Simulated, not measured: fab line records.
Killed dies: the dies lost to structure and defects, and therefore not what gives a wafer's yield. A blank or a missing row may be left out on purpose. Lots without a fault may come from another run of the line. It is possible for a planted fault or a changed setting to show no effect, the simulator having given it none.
fab line records ; flow n5Finfet
record: lots: 6; wafers: 18; lastDay: 16
route steps=1938 shown HKMG_FIN@407 PASSIVATION@1936
lots with no fault: from the same line, run without faults
startH: hours from the record's opening day to when the first of the lot's shown wafers began ; waitH: hours since the lot's step before ; " as in the row above ; L1.1+2: a row that stands for several wafers ; - either no value or no given start ; * or withheld: withheld ; < > ~ a bound
route shown NAME@n: NAME is a module with steps in the file, n the number in the route of the first one ; usual: mean and standard deviation over wafers with no fault ; same: alike in all rows ; chamber/n: place in a boat ; sites: each site's reading ; _std_site: standard deviation across them ; _edge_site: outer sites' mean less inner sites' ; radiusMm: how far each site lies from the wafer's centre ; mask NAME#n: copy n ; behind: the last tool/chamber to shape the wafer ; hold: why the lot went on hold/how many hours it stayed there/how the hold came to an end ; device: transistor that didn't switch, given as n, p or np ; end of line: tests of these same wafers at the route's end ; a step without rows: its recipe alone ; killed: the dies lost at the first sort to structure and to defects; this is not the yield of the wafer ; map: dies across one wafer; x = killed, . = not, _ = none there
set.NAME: the setting that was run; set.NAME@STEP: the one run at that earlier step ; model.NAME: the simulator's own value behind a step, which no gauge read
lots seen at some steps along the route; tables by step, rows by wafer
services: the hour from which a tool's chamber was out of use, counted from the record's first day as startH (under 0 if before that day), plus the number of hours and why
== steps ==
step: N5_HKMG_FIN_STRIP_93
recipe: chemistry: N2/H2; material: SOC; timeS: 20; powerW: 500; tempC: 40; pressureMtorr: 50; rfFrequencyHz: 6e+07; biasPowerW: 8; h2Frac: 0.5; n2FlowSccm: 300; h2FlowSccm: 300
usual: drypumpMotorCurrentA: 5.5/0.39; oesProductAu: 0.76/0.054; rfVppV: 54.2/0.9; showerheadPlenumPTorr: 3.35/0.11; throttleValvePct: 19.2/0.34
lot.wafer;tool;chamber;startH;waitH;drypumpMotorCurrentA;oesProductAu;rfHoursCounterH;rfVppV;showerheadPlenumPTorr;throttleValvePct
L881.2;rieDiel-02;0;89.80;0.2;6.2;0.80;125;54.2;3.24;19.0
L881.3;rieDiel-02;2;89.80;0.2;5.3;0.73;174;52.2;3.20;19.5
L881.5;rieDiel-02;2;89.80;0.2;5.3;0.72;-;53.6;3.20;19.5
L883.1;rieDiel-06;1;107.94;0.2;5.2;0.71;237;53.5;3.31;19.1
L883.4;rieDiel-06;0;107.94;0.2;5.2;0.73;175;55.8;3.47;19.0
L883.6;rieDiel-06;0;107.94;0.2;5.2;0.74;-;54.9;3.47;18.9
L886.2;rieDiel-02;3;120.16;0.2;5.1;0.76;161;56.0;3.51;19.7
L886.3;rieDiel-02;0;120.16;0.2;6.2;0.80;133;55.9;3.23;19.0
L886.6;rieDiel-02;0;120.16;0.2;6.1;0.79;-;55.4;3.23;19.0
L890.2;rieDiel-02;1;151.26;0.2;5.2;0.77;136;55.7;3.37;18.8
L890.4;rieDiel-02;2;151.26;0.2;5.3;0.71;194;53.3;3.19;19.5
L890.6;rieDiel-02;0;151.26;0.2;6.2;0.78;-;54.1;3.23;19.0
L895.1;rieDiel-02;0;175.52;0.2;6.2;0.76;154;55.1;3.22;19.0
L895.3;rieDiel-02;1;175.52;0.2;5.3;0.76;143;54.0;3.37;18.9
L895.4;rieDiel-02;3;175.52;0.2;5.1;0.73;-;54.6;3.50;19.7
L896.1;rieDiel-02;1;178.30;0.2;5.2;0.76;144;52.7;3.37;18.9
L896.2;rieDiel-02;3;178.30;0.2;5.1;0.74;182;54.3;3.50;19.7
L896.4;rieDiel-02;0;178.30;0.2;6.2;0.77;-;53.6;3.22;19.0
step: N5_HKMG_FIN_WET_ETCH_76
recipe: chemistry: dNH4OH; mix: 1:50; tempC: 25; target: Al2O3; stopOn: La2O3; targetDepthNm: 2.25; dry: ipaMarangoni; rinseTimeS: 30; rinseTempC: 23
step: N5_HKMG_FIN_STRIP_60
recipe: chemistry: N2/H2; powerW: 2500; tempC: 300; h2Frac: 0.65; timeS: 360; pressureMtorr: withheld; n2FlowSccm: 1750; h2FlowSccm: 3250
usual: drypumpMotorCurrentA: 5.21/0.26; heaterPowerW: 474/56
lot.wafer;tool;chamber;startH;waitH;drypumpMotorCurrentA;heaterPowerW;rfHoursCounterH
L881.2;plasmaAsher-01;1;89.95;0.0;5.46;395;39
L881.3;plasmaAsher-01;1;89.95;0.0;5.46;397;-
L881.5;plasmaAsher-01;1;89.95;0.0;5.46;406;-
L883.1;plasmaAsher-02;1;108.10;0.0;5.18;489;96
L883.4;plasmaAsher-02;1;108.10;0.0;5.19;492;-
L883.6;plasmaAsher-02;1;108.10;0.0;5.19;491;-
L886.2;plasmaAsher-01;1;120.31;0.0;5.45;388;45
L886.3;plasmaAsher-01;0;120.31;0.0;4.81;460;-
L886.6;plasmaAsher-01;0;120.31;0.0;4.81;450;-
L890.2;plasmaAsher-02;1;151.41;0.0;5.16;495;105
L890.4;plasmaAsher-02;0;151.41;0.0;5.38;543;-
L890.6;plasmaAsher-02;1;151.41;0.0;5.19;495;-
L895.1;plasmaAsher-01;0;175.67;0.0;4.82;470;56
L895.3;plasmaAsher-01;0;175.67;0.0;4.81;476;-
L895.4;plasmaAsher-01;1;175.67;0.0;5.45;392;-
L896.1;plasmaAsher-01;0;178.45;0.0;4.84;462;57
L896.2;plasmaAsher-01;1;178.45;0.0;5.46;398;57
L896.4;plasmaAsher-01;1;178.45;0.0;5.47;403;-
step: N5_HKMG_FIN_WET_ETCH_77
recipe: chemistry: dHCl; mix: 1:10000; tempC: 25; target: La2O3; stopOn: HfO2; targetDepthNm: 2
step: N5_HKMG_FIN_WET_ETCH_78
recipe: chemistry: dNH4OH; mix: 1:50; tempC: 25; target: Al2O3; stopOn: La2O3; targetDepthNm: 4.5; dry: ipaMarangoni; rinseTimeS: 30; rinseTempC: 23
step: N5_HKMG_FIN_ALD_79
recipe: material: TiN; targetThkA: 15; tempC: 400; aldPrecursorFamily: TiCl4; aldCoReactant: NH3; pulseTimeS: 1; purgeTimeS: 3; coReactantPurgeTimeS: 2; coReactantPulseTimeS: 2; aldCycles: 68; pressureTorr: 3
usual: aldCycles: 68/0; heaterPowerW: 885/110; precursorPulseHeightRel: 0.999/0.02
lot.wafer;tool;chamber;startH;waitH;aldCycles;heaterPowerW;precursorPulseHeightRel
L881.2;aldMetal-04;3;90.44;0.0;68;866;0.988
L881.3;aldMetal-04;0;90.44;0.0;68;967;1.011
L881.5;aldMetal-04;0;90.44;0.0;68;1007;0.999
L883.1;aldMetal-04;1;108.59;0.0;68;939;0.955
L883.4;aldMetal-04;3;108.59;0.0;68;861;0.988
L883.6;aldMetal-04;2;108.59;0.0;68;1105;0.991
L886.2;aldMetal-01;0;120.80;0.0;68;764;0.987
L886.3;aldMetal-01;2;120.80;0.0;68;930;0.982
L886.6;aldMetal-01;3;120.80;0.0;68;899;1.024
L890.2;aldMetal-01;0;151.90;0.0;68;768;0.946
L890.4;aldMetal-01;3;151.90;0.0;68;906;0.988
L890.6;aldMetal-01;2;151.90;0.0;68;937;0.963
L895.1;aldMetal-03;3;176.23;0.1;68;847;1.041
L895.3;aldMetal-03;1;176.23;0.1;68;899;1.008
L895.4;aldMetal-03;0;176.23;0.1;68;769;0.990
L896.1;aldMetal-03;2;178.94;0.0;68;812;1.010
L896.2;aldMetal-03;3;178.94;0.0;68;862;1.012
L896.4;aldMetal-03;0;178.94;0.0;68;778;0.964
step: N5_HKMG_FIN_CVD_62
recipe: material: a-Si; targetThkA: 30; tempC: 500; precursor: Si2H6; pressureTorr: 1; timeS: 20.8
usual: heaterPowerW: 1469/200
lot.wafer;tool;chamber;startH;waitH;heaterPowerW
L881.2;thermalCvdSi-02;0;90.80;0.2;1160
L881.3;thermalCvdSi-02;1;90.80;0.2;1290
L881.5;thermalCvdSi-02;2;90.80;0.2;1652
L883.1;thermalCvdSi-02;0;108.95;0.2;1137
L883.4;thermalCvdSi-02;1;108.95;0.2;1273
L883.6;thermalCvdSi-02;2;108.95;0.2;1663
L886.2;thermalCvdSi-01;1;121.16;0.2;1396
L886.3;thermalCvdSi-01;0;121.16;0.2;1444
L886.6;thermalCvdSi-01;0;121.16;0.2;1426
L890.2;thermalCvdSi-01;2;152.26;0.2;1812
L890.4;thermalCvdSi-01;0;152.26;0.2;1468
L890.6;thermalCvdSi-01;2;152.26;0.2;1807
L895.1;thermalCvdSi-01;0;176.59;0.2;1457
L895.3;thermalCvdSi-01;2;176.59;0.2;1775
L895.4;thermalCvdSi-01;0;176.59;0.2;1442
L896.1;thermalCvdSi-02;1;179.31;0.2;1315
L896.2;thermalCvdSi-02;2;179.31;0.2;1631
L896.4;thermalCvdSi-02;1;179.31;0.2;1291
step: N5_HKMG_FIN_RTA_80
recipe: tempC: withheld; timeS: 2; ambient: N2; idleTempC: 600; rampUpCPerS: 150; rampDownCPerS: 60; coolToC: 600
step: N5_HKMG_FIN_PRECLEAN_64
recipe: chemistry: dHF; timeS: 30; tempC: 25; dilution: withheld
step: N5_HKMG_FIN_WET_ETCH_65
recipe: chemistry: TMAH; tempC: 70; concWtPct: 5; target: a-Si; stopOn: TiN; timeS: 49; targetDepthNm: 3
step: N5_HKMG_FIN_WET_ETCH_81
recipe: chemistry: SC1; target: TiN; stopOn: HfO2; mix: 1:1:5; tempC: 60; timeS: 57; targetDepthNm: 6
step: N5_HKMG_FIN_WET_ETCH_82
recipe: chemistry: dHCl; mix: 1:10000; tempC: 25; target: La2O3; stopOn: HfO2; targetDepthNm: 2; dry: ipaMarangoni; rinseTimeS: 30; rinseTempC: 23
step: N5_HKMG_FIN_ALD_36
recipe: material: TiN; targetThkA: 10; tempC: 400; aldPrecursorFamily: TiCl4; aldCoReactant: NH3; pulseTimeS: 1; purgeTimeS: 3; coReactantPurgeTimeS: 2; coReactantPulseTimeS: 2; aldCycles: 47; pressureTorr: 3
usual: aldCycles: 47/0; heaterPowerW: 856/84; precursorPulseHeightRel: 1.003/0.02
lot.wafer;tool;chamber;startH;waitH;aldCycles;heaterPowerW;precursorPulseHeightRel
L881.2;aldMetal-03;3;91.20;0.0;47;853;1.020
L881.3;aldMetal-03;1;91.20;0.0;47;870;1.007
L881.5;aldMetal-03;2;91.20;0.0;47;820;1.031
L883.1;aldMetal-03;0;109.37;0.0;47;793;0.989
L883.4;aldMetal-03;3;109.37;0.0;47;841;1.020
L883.6;aldMetal-03;0;109.37;0.0;47;765;1.004
L886.2;aldMetal-03;0;121.55;0.0;40;783;0.970
L886.3;aldMetal-03;3;121.55;0.0;47;856;0.979
L886.6;aldMetal-03;3;121.55;0.0;40;844;0.995
L890.2;aldMetal-03;1;152.66;0.0;40;898;0.981
L890.4;aldMetal-03;2;152.66;0.0;47;842;1.012
L890.6;aldMetal-03;3;152.66;0.0;40;835;1.003
L895.1;aldMetal-01;3;176.99;0.0;47;913;0.993
L895.3;aldMetal-01;1;176.99;0.0;47;775;1.046
L895.4;aldMetal-01;0;176.99;0.0;47;754;0.998
L896.1;aldMetal-04;2;179.70;0.0;47;1104;1.005
L896.2;aldMetal-04;3;179.70;0.0;47;871;1.012
L896.4;aldMetal-04;0;179.70;0.0;47;998;1.001
step: N5_HKMG_FIN_THK_MEAS_70
recipe: thkMeasGauge: xrf; reads: HfO2_of_HKMG_FIN_HK_ALD_01
usual: HK_THK: 1.613/0.019
lot.wafer;tool;chamber;startH;waitH;HK_THK[nm]
L881.2;filmMetro-01;-;91.49;0.2;1.621
L881.3;filmMetro-01;-;91.49;0.2;1.607
L881.5;filmMetro-01;-;91.49;0.2;1.624
L883.1;filmMetro-02;-;109.65;0.2;1.610
L883.4;filmMetro-02;-;109.65;0.2;1.590
L883.6;filmMetro-02;-;109.65;0.2;1.616
L886.2;filmMetro-02;-;121.85;0.2;1.581
L886.3;filmMetro-02;-;121.85;0.2;1.610
L886.6;filmMetro-02;-;121.85;0.2;1.590
L890.2;filmMetro-02;-;152.94;0.2;1.611
L890.4;filmMetro-02;-;152.94;0.2;1.611
L890.6;filmMetro-02;-;152.94;0.2;1.587
L895.1;filmMetro-01;-;177.27;0.2;1.619
L895.3;filmMetro-01;-;177.27;0.2;1.629
L895.4;filmMetro-01;-;177.27;0.2;1.591
L896.1;filmMetro-02;-;179.98;0.2;1.660
L896.2;filmMetro-02;-;179.98;0.2;1.637
L896.4;filmMetro-02;-;179.98;0.2;1.641
step: N5_PASSIVATION_PROBE_49
usual: killed_at_M0_to_M3: 35/12; killed_at_M4_up: 13/5.8; killedAtContacts: 12/5.5; killedAtFrontEnd: 36/9.9; killedAtOther: 4/3.7; killedDies: 101/18; killedOpen: 66/13; killedShort: 33/8
same: grossDies: 1180; killedAtBackSide: 0
lot.wafer;tool;chamber;startH;waitH;killed_at_M0_to_M3;killed_at_M4_up;killedAtContacts;killedAtFrontEnd;killedAtOther;killedDies;killedOpen;killedShort
L881.2;prober-02;-;290.33;0.1;40;25;13;29;1;108;81;26
L881.3;prober-02;-;290.38;0.1;32;26;12;27;0;97;72;25
L881.5;prober-02;-;290.48;0.2;38;17;8;23;2;88;60;27
L883.1;prober-01;-;330.90;0.0;40;23;21;40;2;126;79;38
L883.4;prober-01;-;331.05;0.2;34;7;22;31;3;97;75;21
L883.6;prober-01;-;331.15;0.3;38;13;20;41;0;112;80;31
L895.1;prober-01;-;380.61;0.0;62;8;24;39;7;140;99;40
L895.3;prober-01;-;380.71;0.1;55;6;23;41;7;132;80;50
L895.4;prober-01;-;380.76;0.2;63;6;26;27;12;134;86;45
L896.1;prober-02;-;393.62;0.0;23;14;14;39;4;94;62;28
L896.2;prober-02;-;393.67;0.1;19;11;6;17;0;53;28;24
L896.4;prober-02;-;393.77;0.2;32;13;8;21;7;81;62;17
killed by level:class
L881.2 MOL_CONTACT_COAG:geometricParticle:open=13 BEOL_M4:geometricParticle:open=13 BEOL_M3:geometricParticle:open=12 BEOL_M2:geometricParticle:open=11 STI_FIN_REVEAL:geometricParticle:open=8 FIN_SAQP:geometricParticle:short=6 DUMMY_GATE:geometricParticle:open=5 BEOL_M0_SAQP:geometricParticle:open=5
L881.3 BEOL_M4:geometricParticle:open=13 MOL_CONTACT_COAG:geometricParticle:open=9 BEOL_M3:geometricParticle:open=9 BEOL_M2:geometricParticle:open=8 DUMMY_GATE:geometricParticle:open=5 BEOL_M0_SAQP:geometricParticle:open=5 FIN_SAQP:geometricParticle:open=4 STI_FIN_REVEAL:geometricParticle:open=4
L881.5 STI_FIN_REVEAL:geometricParticle:open=12 BEOL_M3:geometricParticle:open=9 MOL_CONTACT_COAG:geometricParticle:open=7 BEOL_M4:geometricParticle:open=6 BEOL_M2:geometricParticle:open=5 BEOL_M2:geometricParticle:short=5 BEOL_M0_SAQP:geometricParticle:open=4 BEOL_M0_SAQP:geometricParticle:short=4
L883.1 MOL_CONTACT_COAG:geometricParticle:open=17 BEOL_M0_SAQP:geometricParticle:short=13 FIN_SAQP:geometricParticle:open=11 BEOL_M0_SAQP:geometricParticle:open=10 BEOL_M4:geometricParticle:open=9 HKMG_FIN:areaEtch=9 FIN_SAQP:geometricParticle:short=7 BEOL_M1:geometricParticle:open=6
L883.4 MOL_CONTACT_COAG:geometricParticle:open=22 BEOL_M0_SAQP:geometricParticle:open=9 STI_FIN_REVEAL:geometricParticle:open=8 BEOL_M0_SAQP:geometricParticle:short=8 BEOL_M2:geometricParticle:open=6 DUMMY_GATE:geometricParticle:open=5 STARTING-WAFER:geometricParticle:open=5 FIN_SAQP:geometricParticle:open=3
L883.6 MOL_CONTACT_COAG:geometricParticle:open=16 BEOL_M0_SAQP:geometricParticle:open=13 BEOL_M0_SAQP:geometricParticle:short=10 STI_FIN_REVEAL:geometricParticle:open=8 BEOL_M2:geometricParticle:open=8 DUMMY_GATE:geometricParticle:open=7 BEOL_M4:geometricParticle:open=6 FIN_SAQP:geometricParticle:short=5
L895.1 BEOL_M3:geometricParticle:open=19 MOL_CONTACT_COAG:geometricParticle:open=18 BEOL_M0_SAQP:geometricParticle:open=9 BEOL_M1:geometricParticle:open=9 GATE_CUT:geometricParticle:short=8 BEOL_M2:geometricParticle:open=8 FIN_SAQP:geometricParticle:open=7 DUMMY_GATE:geometricParticle:open=7
L895.3 MOL_CONTACT_COAG:geometricParticle:open=17 BEOL_M3:geometricParticle:open=14 BEOL_M2:geometricParticle:open=13 BEOL_M1:geometricParticle:short=11 FIN_SAQP:geometricParticle:open=7 GATE_CUT:geometricParticle:open=7 STI_FIN_REVEAL:geometricParticle:open=6 MOL_CONTACT_COAG:geometricParticle:short=6
L895.4 MOL_CONTACT_COAG:geometricParticle:open=21 BEOL_M3:geometricParticle:open=15 BEOL_M0_SAQP:geometricParticle:short=12 BEOL_M1:geometricParticle:open=11 BEOL_M2:geometricParticle:open=8 BEOL_M0_SAQP:geometricParticle:open=7 DUMMY_GATE:geometricParticle:open=6 GATE_CUT:geometricParticle:short=6
L896.1 BEOL_M0_SAQP:geometricParticle:open=11 FIN_SAQP:geometricParticle:open=10 MOL_CONTACT_COAG:geometricParticle:open=9 FIN_SAQP:geometricParticle:short=8 STI_FIN_REVEAL:geometricParticle:open=5 MOL_CONTACT_COAG:geometricParticle:short=5 BEOL_M0_SAQP:geometricParticle:short=5 MIM_TOP:geometricParticle:open=4
L896.2 BEOL_M0_SAQP:geometricParticle:short=8 MOL_CONTACT_COAG:geometricParticle:open=5 BEOL_M0_SAQP:geometricParticle:open=5 BEOL_M4:geometricParticle:open=4 DUMMY_GATE:geometricParticle:open=3 GATE_CUT:geometricParticle:short=3 BEOL_M3:geometricParticle:open=3 DUMMY_GATE:geometricParticle:short=2
L896.4 BEOL_M3:geometricParticle:open=15 MOL_CONTACT_COAG:geometricParticle:open=8 STI_FIN_REVEAL:geometricParticle:open=7 BEOL_M0_SAQP:geometricParticle:open=5 BEOL_M2:geometricParticle:open=5 BEOL_M4:geometricParticle:open=5 GATE_CUT:geometricParticle:short=4 BEOL_M0_SAQP:geometricParticle:short=4
== services ==
tool;chamber;startH;hours;kind
aldMetal-04;-;74.98;1.2;pm
thermalCvdSi-02;1;80.10;6.7;repair
rieDiel-02;0;92.12;4.1;repair
rieDiel-06;3;93.50;2.2;repair
aldMetal-01;1;102.83;12.1;repair
rieDiel-06;1;144.17;-;clean
rieDiel-06;1;144.17;-;consumableReplace:focusRing
rieDiel-06;1;144.17;14.5;scheduledDown
rieDiel-06;1;144.17;14.5;ventCycle
thermalCvdSi-02;-;155.36;0.9;repair
plasmaAsher-02;-;158.03;2.8;pm
rieDiel-02;2;173.19;5.9;repair
rieDiel-06;1;176.21;35.1;repair
== key ==
firstSign: step: N5_HKMG_FIN_ALD_36; reading: aldCycles; direction: down; sigmas: 99+; usual: *; struck: *
effect none on later readings
metAt N5_HKMG_FIN_ALD_36
struckWafers L886.2,L886.6,L890.2,L890.6
testerLeftOut L886,L890
onsetBetween 109.37 121.55
fault: kind: processParameterDrift; tool: aldMetal-03; chamber: -; onsetH: 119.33; steps: N5_HKMG_FIN_ALD_36; channel: aldCycles; offset: *; shape: step; endH: 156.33; scope: struckWafersOnly; actsIn: *; stated: *
testerLeftOut: of these lots the tester's yield and bins aren't shown, on N5 and GAA mostly nor the transistor test; their killed dies are dies lost to structure and defects alone, not to doping, threshold or leakage, so they don't give the yield
